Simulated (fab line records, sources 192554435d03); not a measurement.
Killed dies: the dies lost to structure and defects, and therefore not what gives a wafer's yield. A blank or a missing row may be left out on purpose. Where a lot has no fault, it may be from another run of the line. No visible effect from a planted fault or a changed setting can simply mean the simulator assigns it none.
Chamber matching || flow n5-finfet || N5_BEOL_M4_DESCUM_16 on rie-diel-06 has 4 sister chambers
The step chemistry O2, time 7 s. 20 wafers are shown with their chamber, then 10 later ones without.

== EACH WAFER AND ITS CHAMBER ==
{"wafer": "L074.2", "chamber": 1, "drypump-motor-current-A (A)": 5.7, "showerhead-plenum-p-Torr (Torr)": 2.19, "throttle-valve-pct (%)": 20.85}
{"wafer": "L074.5", "chamber": 1, "drypump-motor-current-A (A)": 5.7, "showerhead-plenum-p-Torr (Torr)": 2.19, "throttle-valve-pct (%)": 20.82}
{"wafer": "L074.6", "chamber": 2, "drypump-motor-current-A (A)": 5.9, "showerhead-plenum-p-Torr (Torr)": 2.01, "throttle-valve-pct (%)": 20.25}
{"wafer": "L076.2", "chamber": 2, "drypump-motor-current-A (A)": 6.0, "showerhead-plenum-p-Torr (Torr)": 2.01, "throttle-valve-pct (%)": 20.25}
{"wafer": "L076.4", "chamber": 2, "drypump-motor-current-A (A)": 6.0, "showerhead-plenum-p-Torr (Torr)": 2.01, "throttle-valve-pct (%)": 20.25}
{"wafer": "L076.6", "chamber": 1, "drypump-motor-current-A (A)": 5.7, "showerhead-plenum-p-Torr (Torr)": 2.19, "throttle-valve-pct (%)": 20.83}
{"wafer": "L079.1", "chamber": 1, "drypump-motor-current-A (A)": 5.7, "showerhead-plenum-p-Torr (Torr)": 2.19, "throttle-valve-pct (%)": 20.84}
{"wafer": "L079.4", "chamber": 0, "drypump-motor-current-A (A)": 6.8, "showerhead-plenum-p-Torr (Torr)": 2.01, "throttle-valve-pct (%)": 20.04}
{"wafer": "L079.6", "chamber": 2, "drypump-motor-current-A (A)": 5.9, "showerhead-plenum-p-Torr (Torr)": 2.00, "throttle-valve-pct (%)": 20.27}
{"wafer": "L078.1", "chamber": 1, "drypump-motor-current-A (A)": 5.7, "showerhead-plenum-p-Torr (Torr)": 2.19, "throttle-valve-pct (%)": 20.84}
{"wafer": "L078.3", "chamber": 2, "drypump-motor-current-A (A)": 5.9, "showerhead-plenum-p-Torr (Torr)": 2.00, "throttle-valve-pct (%)": 20.27}
{"wafer": "L078.6", "chamber": 1, "drypump-motor-current-A (A)": 5.7, "showerhead-plenum-p-Torr (Torr)": 2.19, "throttle-valve-pct (%)": 20.83}
{"wafer": "L082.1", "chamber": 1, "drypump-motor-current-A (A)": 5.7, "showerhead-plenum-p-Torr (Torr)": 2.19, "throttle-valve-pct (%)": 20.85}
{"wafer": "L082.4", "chamber": 2, "drypump-motor-current-A (A)": 5.9, "showerhead-plenum-p-Torr (Torr)": 2.00, "throttle-valve-pct (%)": 20.27}
{"wafer": "L082.6", "chamber": 1, "drypump-motor-current-A (A)": 5.7, "showerhead-plenum-p-Torr (Torr)": 2.19, "throttle-valve-pct (%)": 20.85}
{"wafer": "L084.3", "chamber": 3, "drypump-motor-current-A (A)": 4.9, "showerhead-plenum-p-Torr (Torr)": 2.10, "throttle-valve-pct (%)": 20.52}
{"wafer": "L084.5", "chamber": 0, "drypump-motor-current-A (A)": 6.8, "showerhead-plenum-p-Torr (Torr)": 2.01, "throttle-valve-pct (%)": 20.05}
{"wafer": "L084.6", "chamber": 1, "drypump-motor-current-A (A)": 5.7, "showerhead-plenum-p-Torr (Torr)": 2.19, "throttle-valve-pct (%)": 20.86}
{"wafer": "L090.1", "chamber": 1, "drypump-motor-current-A (A)": 5.7, "showerhead-plenum-p-Torr (Torr)": 2.18, "throttle-valve-pct (%)": 20.87}
{"wafer": "L090.3", "chamber": 2, "drypump-motor-current-A (A)": 5.9, "showerhead-plenum-p-Torr (Torr)": 2.00, "throttle-valve-pct (%)": 20.31}

SIGNATURES (means of the wafers above)
{"reading": "drypump-motor-current-A", "chamber 0": 6.800, "chamber 1": 5.700, "chamber 2": 5.929, "chamber 3": 4.900, "scatter within a chamber": 0.0299}
{"reading": "showerhead-plenum-p-Torr", "chamber 0": 2.0100, "chamber 1": 2.1890, "chamber 2": 2.0043, "chamber 3": 2.1000, "scatter within a chamber": 0.00404}
{"reading": "throttle-valve-pct", "chamber 0": 20.0450, "chamber 1": 20.8440, "chamber 2": 20.2671, "chamber 3": 20.5200, "scatter within a chamber": 0.0174}
Rule: for each reading, subtract the chamber's mean from the wafer's reading, divide by that reading's scatter and square the result; add these up over the readings and take the root, which gives the wafer's distance from the chamber. If the next closest chamber is less than 2 further off than the closest, the wafer can't be placed; otherwise it belongs to the closest. The scatter: take each reading less its chamber's mean, square it, sum over the shown wafers, divide by the number of wafers less the number of chambers, and take the root.

== WAFERS WITH NO CHAMBER GIVEN ==
{"wafer": "L090.6", "drypump-motor-current-A (A)": 4.9, "showerhead-plenum-p-Torr (Torr)": 2.10, "throttle-valve-pct (%)": 20.54}
{"wafer": "L091.4", "drypump-motor-current-A (A)": 4.9, "showerhead-plenum-p-Torr (Torr)": 2.10, "throttle-valve-pct (%)": 20.55}
{"wafer": "L091.5", "drypump-motor-current-A (A)": 6.0, "showerhead-plenum-p-Torr (Torr)": 2.00, "throttle-valve-pct (%)": 20.31}
{"wafer": "L091.6", "drypump-motor-current-A (A)": 5.7, "showerhead-plenum-p-Torr (Torr)": 2.18, "throttle-valve-pct (%)": 20.89}
{"wafer": "L094.2", "drypump-motor-current-A (A)": 6.9, "showerhead-plenum-p-Torr (Torr)": 2.00, "throttle-valve-pct (%)": 20.08}
{"wafer": "L094.3", "drypump-motor-current-A (A)": 4.9, "showerhead-plenum-p-Torr (Torr)": 2.09, "throttle-valve-pct (%)": 20.56}
{"wafer": "L094.4", "drypump-motor-current-A (A)": 5.9, "showerhead-plenum-p-Torr (Torr)": 1.99, "throttle-valve-pct (%)": 20.31}
{"wafer": "L095.1", "drypump-motor-current-A (A)": 5.9, "showerhead-plenum-p-Torr (Torr)": 1.99, "throttle-valve-pct (%)": 20.33}
{"wafer": "L095.3", "drypump-motor-current-A (A)": 5.7, "showerhead-plenum-p-Torr (Torr)": 2.18, "throttle-valve-pct (%)": 20.90}
{"wafer": "L095.4", "drypump-motor-current-A (A)": 4.9, "showerhead-plenum-p-Torr (Torr)": 2.09, "throttle-valve-pct (%)": 20.54}

== WHICH CHAMBER EACH WENT THROUGH ==
{"wafer": "L090.6", "from the rows above": 3, "in truth": 3}
{"wafer": "L091.4", "from the rows above": 3, "in truth": 3}
{"wafer": "L091.5", "from the rows above": 2, "in truth": 2}
{"wafer": "L091.6", "from the rows above": 1, "in truth": 1}
{"wafer": "L094.2", "from the rows above": 0, "in truth": 0}
{"wafer": "L094.3", "from the rows above": 3, "in truth": 3}
{"wafer": "L094.4", "from the rows above": 2, "in truth": 2}
{"wafer": "L095.1", "from the rows above": 2, "in truth": 2}
{"wafer": "L095.3", "from the rows above": 1, "in truth": 1}
{"wafer": "L095.4", "from the rows above": 3, "in truth": 3}
Placed correctly: 10 of 10. Can't be placed from these rows: 0. Number placed wrongly: 0.
